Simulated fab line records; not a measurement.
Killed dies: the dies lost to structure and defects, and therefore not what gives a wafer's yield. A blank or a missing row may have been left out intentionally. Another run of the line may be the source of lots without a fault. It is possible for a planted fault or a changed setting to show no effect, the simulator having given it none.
A struck lot beside a sound one	flow nand harc	15 out of 1159 route steps
Sound: these wafers, L619.2, L619.3, L619.5. Wafers L633.2, L633.3, L633.6 were the ones struck. At the end, the cause is stated.
For every step that has rows: the tool of each side, followed by ch and its chambers, followed by its first start. Under that, the readings that differ: sound wafers	struck wafers	difference of the means	sigmas: that difference in standard deviations of wafers without a fault.
alike: same words and numbers on both sides, and readings whose means sit less than 2 such deviations apart. not compared: any withheld reading, any reading some wafer has no value for, any bound like >300 that may hide the same value, and any number with overlapping values for which the record gives no deviation.
The two part at a step that has a row with sigmas, a row that says differs or no value, or rows on one side only. Numbers that don't overlap but have no deviation are shown without sigmas and don't part them. A reading that every wafer of one side lacks parts them only if that side has two wafers or more.

NHARC_A_STAIRCASE_ETCH_253: etches the open film in C4F8/O2, target depth 50 nm, time 20.2 s.
  sound on rie diel-02 ch 0,1,2, day 12 05:44; struck on rie diel-05 ch 0,3, day 15 14:26
  alike: chamber pressure mTorr, oes product au, rf vpp V
  not compared: rf hours counter h
NHARC_A_STAIRCASE_STRIP_254: strips in O2.
  sound on plasma asher-02 ch 0,1, day 12 05:50; struck on plasma asher-01 ch 0,1, day 15 14:34
  alike: drypump motor current A, heater power w, temp c
  not compared: rf hours counter h
then, 3 steps without rows for these wafers: NHARC_A_STAIRCASE_STRIP_255 (strips in SPM, time 900 s); NHARC_A_STAIRCASE_PRECLEAN_256 (cleans in SC1); NHARC_A_STAIRCASE_SRD_257.
NHARC_A_STAIRCASE_HM_DEP_456: deposits aC, target thk 1500 nm.
  sound on acl dep-02 ch 0, day 12 06:57; struck on acl dep-03 ch 0, day 15 18:13
reading	sound	struck	difference	sigmas
susceptor temp C (C)	- - -	400.15 400.04 399.83	no value on the sound wafers	
  alike: throttle valve pct
NHARC_A_STAIRCASE_DEP_259: deposits SiON, target thk 30 nm.
  sound on pecvd-04 ch 0,1,2, day 12 08:30; struck on pecvd-02 ch 0,1, day 15 19:46
  alike: heater power w, susceptor temp C
then, 5 steps without rows for these wafers: NHARC_A_STAIRCASE_DEHYDRATE_281 (time 120 s); NHARC_A_STAIRCASE_HMDS_282 (time 30 s); NHARC_A_STAIRCASE_COAT_283; NHARC_A_STAIRCASE_SOFTBAKE_284 (time 170 s); NHARC_A_STAIRCASE_EBR_285.
NHARC_A_STAIRCASE_EXPOSE_286: exposes mask CHOP 100.
  sound on krf scanner-04 ch 0, day 12 08:59; struck on krf scanner-04 ch 0, day 15 20:23
reading	sound	struck	difference	sigmas
exposure dose mJ cm2	25.020 25.050 25.004	18.665 18.681 18.650	-6.359	-99 or more
  alike: mask, reticle temp C
then, 1 step without rows for these wafers: NHARC_A_STAIRCASE_PEB_287 (peb time 130 s).
-- break in the record here, with 9 days between the starts of the struck wafers on either side (left off in module A_STAIRCASE, picked up again in module END, where the first step shown is number 1159 on the route) --
NHARC_END_SORT_01:
  sound on prober-01 ch 0, day 20 17:16; struck on prober-02 ch 0, day 24 10:20
  alike: killed at array, killed at other, killed at periphery, killed dies, killed open, killed short

## WHERE THEY PART
First at NHARC_A_STAIRCASE_HM_DEP_456; last, within this record, at NHARC_A_STAIRCASE_EXPOSE_286. Later steps at which nothing parts them and some readings are alike: NHARC_END_SORT_01.

WHY: whatever the simulator had introduced
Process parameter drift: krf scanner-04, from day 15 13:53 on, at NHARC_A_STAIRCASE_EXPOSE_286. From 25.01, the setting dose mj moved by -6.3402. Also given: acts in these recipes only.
